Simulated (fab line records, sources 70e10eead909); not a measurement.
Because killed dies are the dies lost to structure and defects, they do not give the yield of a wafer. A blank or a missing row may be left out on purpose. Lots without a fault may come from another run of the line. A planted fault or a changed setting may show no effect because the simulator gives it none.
Struck lot and sound lot, side by side	flow nand harc	15 out of 1302 route steps
Sound: the wafers L903.1, L903.2, L903.5. Wafers L906.1, L906.4, L906.5 were the ones struck. Last of all comes the cause.
For every step that has rows: the tool of each side, followed by ch and its chambers, followed by its first start. Under that, the readings that differ: sound wafers	struck wafers	difference of the means	sigmas: that difference in standard deviations of wafers without a fault.
alike: a reading whose means differ by less than 2 such deviations, as well as words and numbers matching on both sides. not compared: withheld readings; readings where some wafer has no value; bounds like >300 that might hide an equal value; numbers whose values overlap and for which the record gives no deviation.
Wherever a step has rows on one side only, a row that says differs or no value, or a row with sigmas, the two part there. When numbers do not overlap yet have no deviation, they are printed without sigmas and do not part them. A reading that every wafer of one side lacks parts them only if that side has two wafers or more.

NHARC_A_CHANNEL_HOLE_D2_ETCH_26: etches the open film in C4F8/O2/Ar, time 224.1 s, target depth 300 nm.
  sound on har etch-02 ch 0,1, day 16 13:24; struck on har etch-02 ch 1, day 17 18:44
reading	sound	struck	difference	sigmas
showerhead plenum p Torr (Torr)	3.52 3.49 3.52	3.99 3.99 3.99	+0.48	+3
  alike: bias v, drypump motor current A, throttle valve pct
  not compared: rf hours counter h
NHARC_A_CHANNEL_HOLE_D2_ETCH_27: etches the open film in C4F8/O2/Ar, time 90 s, target depth 400 nm.
  sound on har etch-02 ch 0,1, day 16 13:36; struck on har etch-02 ch 1, day 17 18:56
reading	sound	struck	difference	sigmas
showerhead plenum p Torr (Torr)	3.52 3.49 3.52	3.98 3.98 3.98	+0.47	+3
  alike: bias v, drypump motor current A, throttle valve pct
  not compared: rf hours counter h
then, 3 steps without rows for these wafers: NHARC_A_CHANNEL_HOLE_D2_STRIP_41 (strips in N2/H2); NHARC_A_CHANNEL_HOLE_D2_STRIP_42 (strips in CF4/CHF3); NHARC_A_CHANNEL_HOLE_D2_STRIP_43 (strips in O2/COS).
NHARC_A_CHANNEL_HOLE_D2_ETCH_44: etches the open film in CF4/O2, target depth 140 nm, overetch 14 nm, time 77 s.
  sound on rie diel-04 ch 0,1,3, day 16 14:21; struck on rie diel-04 ch 0,1,2, day 17 19:40
  alike: drypump motor current A, oes product au, rf vpp V, showerhead plenum p Torr, throttle valve pct
  not compared: rf hours counter h
NHARC_A_CHANNEL_HOLE_D2_STRIP_28: strips in O2.
  sound on rie diel-04 ch 0,1,3; struck on rie diel-04 ch 0,3
  alike: drypump motor current A, oes product au, rf vpp V, showerhead plenum p Torr, throttle valve pct
  not compared: rf hours counter h
then, 2 steps without rows for these wafers: NHARC_A_CHANNEL_HOLE_D2_PRECLEAN_29 (cleans in SC1); NHARC_A_CHANNEL_HOLE_D2_SRD_30.
NHARC_A_CHANNEL_HOLE_D2_CD_MEAS_31:
  sound on cd sem-02 at day 16 15:09; struck on cd sem-01 at day 17 20:27
  alike: cd nm
NHARC_A_CHANNEL_HOLE_D2_XSEM_32:
  sound on xsem-02 ch 0, day 16 15:14; struck on xsem-02 ch 0, day 17 20:32
  alike: bot cd nm, bow nm, tilt deg
NHARC_A_CHANNEL_HOLE_D2_INSPECT_40:
  sound on defect inspect-02 at day 16 15:20; struck on defect inspect-02 at day 17 20:38
  alike: raw defect count
NHARC_A_CHANNEL_FILL_D2_PRECLEAN_00: cleans in SC1.
  sound on wet bench-02 ch 4,5,6, day 16 15:24; struck on wet bench-02 ch 1,3,7, day 17 20:41
  no value came back on the struck wafers for bath age min, bath guard temp C (C), diw flow mL min; on the sound wafers bath age min reads 0 0 0
after that, 1 step had no rows for these wafers: NHARC_A_CHANNEL_FILL_D2_SRD_01.
-- jump in the record: it breaks off in module A_CHANNEL_FILL_D2 and resumes in module END (first step shown: number 1302 of the route), and 11 days separate the struck wafers' starts before and after --
NHARC_END_SORT_01:
  sound on prober-02 ch 0, day 27 21:15; struck on prober-02 ch 0, day 28 16:22
  alike: killed at array, killed at other, killed at periphery, killed dies, killed open, killed short

== WHERE THEY PART ==
First at NHARC_A_CHANNEL_HOLE_D2_ETCH_26; last, within this record, at NHARC_A_CHANNEL_FILL_D2_PRECLEAN_00. Later steps at which nothing parts them and some readings are alike: NHARC_END_SORT_01.

WHY: what the simulator had put in
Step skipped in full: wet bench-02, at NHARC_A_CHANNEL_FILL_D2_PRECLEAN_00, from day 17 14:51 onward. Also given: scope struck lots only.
